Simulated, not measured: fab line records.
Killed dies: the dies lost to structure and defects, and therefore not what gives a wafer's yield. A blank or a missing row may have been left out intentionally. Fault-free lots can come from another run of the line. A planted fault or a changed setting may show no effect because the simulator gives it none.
What tool caused it?	flow nand harc	11 lots, 33 wafers sampled, at 5 steps of a route of 1302

## WHAT EACH GAUGE READ, for each wafer
NHARC_A_BONDPAD_THK_MEAS_20: measures by xrf. Usual: 169.8 nm for thk nm, sd 1.5.
lot	measured	on	thk nm (nm)	flag
L700	day 23 13:52	film metro-02	171.9 171.2 168.7	
L701	day 24 02:36	film metro-01	169.5 169.4 173.3	
L710	day 27 23:53	film metro-02	170.0 171.2 170.1	
L711	day 28 04:50	film metro-01	170.4 170.6 168.7	
L714	day 29 02:07	film metro-01	170.8 172.0 170.6	
L716	day 29 15:47	film metro-01	170.4 169.4 168.5	
L718	day 30 17:08	film metro-02	169.8 170.3 169.9	
L719	day 31 00:20	film metro-01	172.6 168.0 170.4	
L722	day 31 20:46	film metro-02	168.1 171.6 168.9	
L721	day 31 23:08	film metro-01	170.5 166.8 165.7	
L723	day 32 18:04	film metro-02	169.5 168.0 167.5	

NHARC_END_SORT_01. Usual: defect limited yield 91.1 %, standard deviation 2.9; killed at array 55, standard deviation 19; killed at other 0.8, standard deviation 1.1; killed at periphery 4.0, standard deviation 2.6; killed dies 60, standard deviation 20; killed open 3.4, standard deviation 1.7; killed short 2.6, standard deviation 1.5.
lot	measured	on	defect limited yield (%)	killed at array	killed at other	killed at periphery	killed dies	killed open	killed short	flag
L710	day 29 04:14	prober-02	83.5 78.9 83.8	106 137 107	1 0 0	5 6 3	112 143 110	5 2 4	5 6 2	OFF
L711	day 29 12:04	prober-02	79.2 81.2 81.4	132 121 121	4 5 3	5 1 2	141 127 126	3 2 0	4 2 1	OFF

## EACH LOT AND THE TOOL THAT RAN IT (in order: tool; ch and the chambers of the sampled wafers; start)
lot	NHARC_A_BONDPAD_STRIP_15	NHARC_THIN_TSV_DESCUM_14	NHARC_THIN_TSV_ETCH_44
L700	rie diel-09 ch 0,1,2, day 23 11:56	rie diel-07 ch 1,2,3, day 24 00:43	rie diel-07 ch 1,2,3, day 24 00:58
L701	rie diel-09 ch 0,1,3, day 24 00:39	rie diel-10 ch 0,2,3, day 24 16:12	rie diel-10 ch 0,2,3, day 24 16:24
L710	rie diel-04 ch 1,2,3, day 27 21:58	rie diel-08 ch 0,1, day 28 12:37	rie diel-08 ch 0,1, day 28 12:46
L711	rie diel-04 ch 2,3, day 28 02:53	rie diel-07 ch 1,3, day 28 17:11	rie diel-07 ch 0,3, day 28 17:19
L714	rie diel-09 ch 0,2,3, day 29 00:10	rie diel-10 ch 2,3, day 29 14:25	rie diel-10 ch 0,2,3, day 29 14:37
L716	rie diel-09 ch 1,2,3, day 29 13:48	rie diel-10 ch 1,2, day 30 04:20	rie diel-10 ch 0,1,3, day 30 04:32
L718	rie diel-09 ch 2,3, day 30 15:11	rie diel-10 ch 1,2, day 31 04:40	rie diel-10 ch 0,1,2, day 31 04:51
L719	rie diel-09 ch 1,2, day 30 22:22	rie diel-08 ch 0,1, day 31 12:58	rie diel-08 ch 0,2,3, day 31 13:09
L722	rie diel-09 ch 0,1,2, day 31 18:49	rie diel-10 ch 0,1,3, day 32 14:28	rie diel-10 ch 0,1,2, day 32 14:33
L721	rie diel-04 ch 0,2, day 31 21:03	rie diel-10 ch 0,3, day 32 15:40	rie diel-10 ch 1,2,3, day 32 15:52
L723	rie diel-09 ch 0,1,2, day 32 16:07	rie diel-07 ch 0,1,2, day 33 06:38	rie diel-07 ch 1,2, day 33 06:42
- NHARC_A_BONDPAD_STRIP_15: strips in O2.
- NHARC_THIN_TSV_DESCUM_14: chemistry O2, time 3 s.
- NHARC_THIN_TSV_ETCH_44: etches the open film in CF4/O2, target depth 1594.2 nm, time 797.1 s.

## AS READ BY THE TOOLS THEMSELVES (means over the sampled wafers that have a number; for cases with no such wafer, the mark the record gives instead)
NHARC_A_BONDPAD_STRIP_15. Usual: chamber pressure mTorr 60.00 mTorr, standard deviation 0.056; drypump motor current A 5.9 A, standard deviation 0.41; oes product au 1.000 a.u., standard deviation 0.01; rf vpp V 57.7 V, standard deviation 0.97; showerhead plenum p Torr 3.51 Torr, standard deviation 0.11; throttle valve pct 17.035 %, standard deviation 0.0098.
lot	tool	chamber pressure mTorr (mTorr)	drypump motor current A (A)	oes product au (a.u.)	rf vpp V (V)	showerhead plenum p Torr (Torr)	throttle valve pct (%)	flag
L700	rie diel-09	60.04	6.2	1.003	57.4	3.51	17.039	
L701	rie diel-09	60.01	6.0	1.007	57.7	3.52	17.031	
L710	rie diel-04	60.03	5.7	0.995	58.1	3.50	17.033	
L711	rie diel-04	59.97	5.7	0.999	58.7	3.60	17.032	
L714	rie diel-09	60.05	6.2	1.000	57.8	3.51	17.036	
L716	rie diel-09	60.02	6.2	1.007	57.0	3.48	17.030	
L718	rie diel-09	59.94	6.4	1.009	57.8	3.46	17.035	
L719	rie diel-09	60.08	6.2	1.012	57.6	3.48	17.032	
L722	rie diel-09	60.00	6.2	0.999	58.3	3.51	17.037	
L721	rie diel-04	60.02	5.3	1.005	57.8	3.49	17.041	
L723	rie diel-09	59.96	6.2	1.003	57.3	3.51	17.025	

NHARC_THIN_TSV_DESCUM_14. Usual: chamber pressure mTorr 60.00 mTorr, standard deviation 0.059; drypump motor current A 5.6 A, standard deviation 0.65; oes product au 0.995 a.u., standard deviation 0.011; rf vpp V 57.7 V, standard deviation 0.83; showerhead plenum p Torr 1.93 Torr, standard deviation 0.065; throttle valve pct 11.311 %, standard deviation 0.0094.
lot	tool	chamber pressure mTorr (mTorr)	drypump motor current A (A)	oes product au (a.u.)	rf vpp V (V)	showerhead plenum p Torr (Torr)	throttle valve pct (%)	flag
L700	rie diel-07	59.98	5.9	1.004	57.7	1.93	11.314	
L701	rie diel-10	60.01	5.2	0.999	58.4	1.93	11.308	
L710	rie diel-08	59.95	4.8	1.015	57.4	1.88	11.318	
L711	rie diel-07	59.98	5.6	1.002	57.5	1.88	11.300	
L714	rie diel-10	60.03	5.2	0.998	57.8	1.93	11.320	
L716	rie diel-10	59.99	5.8	0.986	57.1	1.92	11.312	
L718	rie diel-10	60.04	6.1	0.990	57.8	1.93	11.305	
L719	rie diel-08	60.00	4.9	1.012	57.3	1.88	11.316	
L722	rie diel-10	59.97	5.6	0.999	58.1	1.94	11.315	
L721	rie diel-10	59.99	5.2	0.987	57.5	1.92	11.307	
L723	rie diel-07	59.97	5.9	0.992	58.3	1.94	11.306	

NHARC_THIN_TSV_ETCH_44. Usual: chamber pressure mTorr 29.998 mTorr, standard deviation 0.028; drypump motor current A 5.6 A, standard deviation 0.64; oes product au 0.996 a.u., standard deviation 0.011; rf vpp V 796 V, standard deviation 3.4; showerhead plenum p Torr 1.85 Torr, standard deviation 0.056; throttle valve pct 16.915 %, standard deviation 0.0098.
lot	tool	chamber pressure mTorr (mTorr)	drypump motor current A (A)	oes product au (a.u.)	rf vpp V (V)	showerhead plenum p Torr (Torr)	throttle valve pct (%)	flag
L700	rie diel-07	30.009	5.9	1.005	795	1.85	16.903	
L701	rie diel-10	29.983	5.2	1.002	796	1.85	16.919	
L710	rie diel-08	29.988	4.9	0.997	797	1.88	16.923	
L711	rie diel-07	30.027	6.6	1.010	793	1.80	16.912	
L714	rie diel-10	29.985	5.2	0.989	795	1.84	16.924	
L716	rie diel-10	30.010	5.5	0.987	796	1.86	16.912	
L718	rie diel-10	30.021	5.8	0.989	795	1.83	16.916	
L719	rie diel-08	29.990	5.2	1.011	794	1.82	16.915	
L722	rie diel-10	29.987	5.8	0.988	795	1.83	16.909	
L721	rie diel-10	30.000	5.5	0.989	796	1.86	16.912	
L723	rie diel-07	30.030	5.4	0.998	796	1.85	16.917	

## THE ANSWER, worked out from the rows above alone
Rule: a lot is off if the mean of its wafers that have a number lies more than 3 standard deviations from the usual mean. Also off: a lot with no number at a reading for which 4 or more lots have one. Where the step has rows for the other lots, those lots are counted as sound. Order of review: gauges by route order, followed by the tools' own readings, for which a lot's mean as printed above is used. At the first step where some lot is off, the reading lying furthest off is the one used; lots without a number count as furthest.
Off: L710, L711, at NHARC_END_SORT_01 (killed at array). Neither off nor sound, because the step has no rows for them: L700, L701, L714, L716, L718, L719, L722, L721, L723.
A tool fits if, at a process step before that reading, it ran every lot that is off, and no sound lot after the first of them. Gauges at NHARC_END_SORT_01: tried the same way as those tools. Can't be told from this: 2 tools fit, rie diel-04 at NHARC_A_BONDPAD_STRIP_15, prober-02 at NHARC_END_SORT_01.

## WHAT THE SIMULATOR HAD INSERTED
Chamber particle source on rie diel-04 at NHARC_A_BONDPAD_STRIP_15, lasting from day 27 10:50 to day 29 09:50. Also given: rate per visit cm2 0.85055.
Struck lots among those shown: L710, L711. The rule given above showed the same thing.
